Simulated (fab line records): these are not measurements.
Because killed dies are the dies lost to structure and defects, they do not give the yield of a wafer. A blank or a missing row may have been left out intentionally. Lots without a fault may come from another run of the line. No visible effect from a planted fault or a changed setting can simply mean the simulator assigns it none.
Matching of chambers	flow n5Finfet	N5_DUMMY_GATE_ETCH_44 on rieSi-04 has 4 sister chambers
The step etches poly-Si in HBr/O2, stops on SiO2, target depth 127.5 nm. 8 wafers are shown with their chamber, then 9 later ones without.

WAFERS WITH THEIR CHAMBER
wafer	chamber	throttleValvePct (%)	drypumpMotorCurrentA (A)
L074.6	3	18.15	6.1
L079.2	3	18.16	6.2
L082.6	0	18.41	5.5
L085.2	2	18.67	6.0
L085.5	1	18.64	4.8
L090.3	1	18.65	4.8
L090.4	0	18.41	5.5
L090.6	2	18.68	6.1

WAFERS WITHOUT THEIR CHAMBER
wafer	throttleValvePct (%)	drypumpMotorCurrentA (A)
L091.1	18.42	5.5
L091.2	18.68	6.1
L091.6	18.15	6.1
L094.1	18.40	5.5
L094.4	18.14	6.1
L094.6	18.40	5.5
L096.3	18.14	6.1
L096.4	18.41	5.5
L096.6	18.16	6.1

THE CHAMBER EACH PASSED THROUGH
wafer	from the rows above	in truth
L091.1	0	0
L091.2	2	2
L091.6	3	3
L094.1	0	0
L094.4	3	3
L094.6	0	0
L096.3	3	3
L096.4	0	0
L096.6	3	3
Correctly placed: 9 of 9. Can't be placed from these rows: 0. 0 placed wrongly.
How it was worked out, from the rows above alone: a wafer's distance from a chamber is the root of the sum, over the readings, of the square of ((its reading less the chamber's mean) divided by the reading's scatter). The wafer belongs to the nearest chamber; if the next one is less than 2 further off, it can't be placed. A chamber's mean is the mean of its shown wafers. How the scatter is found: for the shown wafers, subtract from each reading the mean of its chamber, square and add these, divide the total by (wafers less chambers), then take the root.
